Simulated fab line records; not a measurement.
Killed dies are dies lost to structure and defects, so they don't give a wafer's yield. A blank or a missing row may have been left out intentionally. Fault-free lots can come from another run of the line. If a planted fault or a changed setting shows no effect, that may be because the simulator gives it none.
Matching of chambers || flow nand harc || cmp-04 running NHARC_A_CHANNEL_FILL_D1_CMP_10: 4 sister chambers
The step polishes, target thk 150 nm. 22 wafers are shown with their chamber, then 11 later ones without.

== EACH WAFER AND ITS CHAMBER ==
{"wafer": "L078.1", "chamber": 0, "motor current A (A)": 11.6, "time to endpoint s (s)": 18.1}
{"wafer": "L078.2", "chamber": 3, "motor current A (A)": 12.9, "time to endpoint s (s)": 14.4}
{"wafer": "L078.3", "chamber": 1, "motor current A (A)": 11.7, "time to endpoint s (s)": 17.0}
{"wafer": "L077.1", "chamber": 1, "motor current A (A)": 11.4, "time to endpoint s (s)": 14.4}
{"wafer": "L077.2", "chamber": 3, "motor current A (A)": 13.2, "time to endpoint s (s)": 14.2}
{"wafer": "L077.6", "chamber": 0, "motor current A (A)": 11.8, "time to endpoint s (s)": 14.7}
{"wafer": "L079.2", "chamber": 2, "motor current A (A)": 12.0, "time to endpoint s (s)": 18.4}
{"wafer": "L079.4", "chamber": 0, "motor current A (A)": 12.3, "time to endpoint s (s)": 17.4}
{"wafer": "L079.6", "chamber": 2, "motor current A (A)": 10.9, "time to endpoint s (s)": 15.5}
{"wafer": "L084.3", "chamber": 3, "motor current A (A)": 13.2, "time to endpoint s (s)": 16.0}
{"wafer": "L084.5", "chamber": 3, "motor current A (A)": 13.5, "time to endpoint s (s)": 14.6}
{"wafer": "L084.6", "chamber": 0, "motor current A (A)": 12.2, "time to endpoint s (s)": 17.1}
{"wafer": "L087.1", "chamber": 1, "motor current A (A)": 10.9, "time to endpoint s (s)": 17.3}
{"wafer": "L087.2", "chamber": 3, "motor current A (A)": 12.8, "time to endpoint s (s)": 14.4}
{"wafer": "L087.4", "chamber": 0, "motor current A (A)": 11.4, "time to endpoint s (s)": 15.4}
{"wafer": "L088.1", "chamber": 1, "motor current A (A)": 11.8, "time to endpoint s (s)": 16.9}
{"wafer": "L088.3", "chamber": 3, "motor current A (A)": 12.8, "time to endpoint s (s)": 15.3}
{"wafer": "L088.4", "chamber": 0, "motor current A (A)": 12.2, "time to endpoint s (s)": 13.7}
{"wafer": "L089.3", "chamber": 1, "motor current A (A)": 11.6, "time to endpoint s (s)": 17.2}
{"wafer": "L089.4", "chamber": 0, "motor current A (A)": 12.5, "time to endpoint s (s)": 17.4}
{"wafer": "L089.5", "chamber": 1, "motor current A (A)": 11.3, "time to endpoint s (s)": 18.3}
{"wafer": "L092.1", "chamber": 2, "motor current A (A)": 11.7, "time to endpoint s (s)": 16.8}

SIGNATURES, as means of the wafers listed above
{"reading": "motor current A", "chamber 0": 12.000, "chamber 1": 11.450, "chamber 2": 11.533, "chamber 3": 13.067, "scatter within a chamber": 0.377}
{"reading": "time to endpoint s", "chamber 0": 16.257, "chamber 1": 16.850, "chamber 2": 16.900, "chamber 3": 14.817, "scatter within a chamber": 1.32}
Rule: distance of a wafer from a chamber = root of the sum over the readings of ((wafer's reading minus chamber's mean) / reading's scatter) squared. If the next closest chamber is less than 2 further off than the closest, the wafer can't be placed; otherwise it belongs to the closest. The scatter is the square root of a quotient: the sum, over the shown wafers, of each reading's squared deviation from its chamber's mean, divided by wafers minus chambers.

== WAFERS MISSING THEIR CHAMBER ==
{"wafer": "L092.4", "motor current A (A)": 12.3, "time to endpoint s (s)": 13.9}
{"wafer": "L092.5", "motor current A (A)": 12.0, "time to endpoint s (s)": 17.3}
{"wafer": "L093.2", "motor current A (A)": 12.4, "time to endpoint s (s)": 12.5}
{"wafer": "L093.4", "motor current A (A)": 11.3, "time to endpoint s (s)": 14.7}
{"wafer": "L093.6", "motor current A (A)": 11.9, "time to endpoint s (s)": 14.5}
{"wafer": "L094.1", "motor current A (A)": 11.3, "time to endpoint s (s)": 16.5}
{"wafer": "L094.2", "motor current A (A)": 12.5, "time to endpoint s (s)": 16.6}
{"wafer": "L094.5", "motor current A (A)": 11.6, "time to endpoint s (s)": 16.3}
{"wafer": "L094.3", "motor current A (A)": 11.2, "time to endpoint s (s)": 15.4}
{"wafer": "L094.4", "motor current A (A)": 13.3, "time to endpoint s (s)": 15.6}
{"wafer": "L094.6", "motor current A (A)": 11.8, "time to endpoint s (s)": 13.9}

== EACH ONE'S CHAMBER ==
{"wafer": "L092.4", "from the rows above": "can't be placed: 0 or 3 or 2 or 1", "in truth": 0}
{"wafer": "L092.5", "from the rows above": "can't be placed: 0 or 2 or 1", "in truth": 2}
{"wafer": "L093.2", "from the rows above": "can't be placed: 3 or 0 or 2 or 1", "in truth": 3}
{"wafer": "L093.4", "from the rows above": "can't be placed: 1 or 2 or 0", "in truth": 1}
{"wafer": "L093.6", "from the rows above": "can't be placed: 0 or 2 or 1 or 3", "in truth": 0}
{"wafer": "L094.1", "from the rows above": "can't be placed: 1 or 2 or 0", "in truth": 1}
{"wafer": "L094.2", "from the rows above": "can't be placed: 0 or 3 or 2 or 1", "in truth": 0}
{"wafer": "L094.5", "from the rows above": "can't be placed: 2 or 1 or 0", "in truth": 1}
{"wafer": "L094.3", "from the rows above": "can't be placed: 1 or 2 or 0", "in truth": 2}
{"wafer": "L094.4", "from the rows above": 3, "in truth": 3}
{"wafer": "L094.6", "from the rows above": "can't be placed: 0 or 2 or 1 or 3", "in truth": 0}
Placed correctly: 1 of 11. Unplaceable from these rows: 10, with the true chamber sitting among the candidates in 10. 0 placed wrongly.
